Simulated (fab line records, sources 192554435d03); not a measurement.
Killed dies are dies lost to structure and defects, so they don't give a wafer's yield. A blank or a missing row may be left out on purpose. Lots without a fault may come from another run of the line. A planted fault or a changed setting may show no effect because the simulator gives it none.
Chamber matching | flow n5_finfet | N5_BEOL_M15_DEP_53 on pecvd-02: 3 sister chambers
The step deposits SiCN from 3MS/NH3, target thk 50 nm, time 17.8 s. 14 wafers are shown with their chamber, then 7 later ones without.

WAFERS WITH THEIR CHAMBER
wafer  | chamber | showerhead_plenum_p_Torr (Torr) | throttle_valve_pct (%) | chamber_pressure_Torr (Torr)
L079.3 | 2       | 4.169                           | 17.6                   | 2.993
L079.4 | 2       | 4.186                           | 17.9                   | 3.005
L079.6 | 1       | 4.180                           | 18.1                   | 3.000
L084.2 | 0       | 4.155                           | 17.9                   | 3.004
L084.4 | 1       | 4.180                           | 17.7                   | 3.002
L084.6 | 2       | 4.167                           | 18.1                   | 3.005
L085.1 | 2       | 4.169                           | 18.1                   | 2.997
L085.2 | 0       | 4.161                           | 18.1                   | 3.009
L085.6 | 2       | 4.181                           | 17.9                   | 3.002
L089.2 | 1       | 4.200                           | 17.9                   | 2.996
L089.4 | 0       | 4.169                           | 18.0                   | 2.995
L089.6 | 0       | 4.163                           | 17.8                   | 3.002
L091.1 | 1       | 4.186                           | 17.8                   | 3.006
L091.2 | 0       | 4.168                           | 18.1                   | 3.002

SIGNATURES (means of the wafers above)
reading                  | chamber 0 | chamber 1 | chamber 2 | scatter within a chamber
showerhead_plenum_p_Torr | 4.16320   | 4.18650   | 4.17440   | 0.0079
throttle_valve_pct       | 17.980    | 17.875    | 17.920    | 0.171
chamber_pressure_Torr    | 3.00240   | 3.00100   | 3.00040   | 0.0049
Rule: a wafer's distance from a chamber is the root of the sum, over the readings, of the square of ((its reading less the chamber's mean) divided by the reading's scatter). The wafer belongs to the nearest chamber; if the next one is less than 2 further off, it can't be placed. The scatter: the root of (the sum of the squares of (reading less its chamber's mean) over the shown wafers, divided by (wafers less chambers)).

WAFERS WITHOUT THEIR CHAMBER
wafer  | showerhead_plenum_p_Torr (Torr) | throttle_valve_pct (%) | chamber_pressure_Torr (Torr)
L091.4 | 4.160                           | 18.2                   | 3.007
L093.1 | 4.193                           | 17.5                   | 3.010
L093.5 | 4.154                           | 18.4                   | 3.002
L093.6 | 4.193                           | 17.5                   | 3.000
L097.2 | 4.167                           | 18.3                   | 3.005
L097.4 | 4.178                           | 18.3                   | 3.003
L097.5 | 4.183                           | 17.6                   | 3.003

WHICH CHAMBER EACH WENT THROUGH
wafer  | from the rows above          | in truth
L091.4 | can't be placed: 0 or 2      | 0
L093.1 | can't be placed: 1 or 2 or 0 | 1
L093.5 | can't be placed: 0 or 2      | 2
L093.6 | can't be placed: 1 or 2      | 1
L097.2 | can't be placed: 0 or 2 or 1 | 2
L097.4 | can't be placed: 2 or 0 or 1 | 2
L097.5 | can't be placed: 1 or 2 or 0 | 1
Placed correctly: 0 of 7. Can't be placed from these rows: 7 (the true chamber is among the candidates in 7). Placed wrongly: 0.
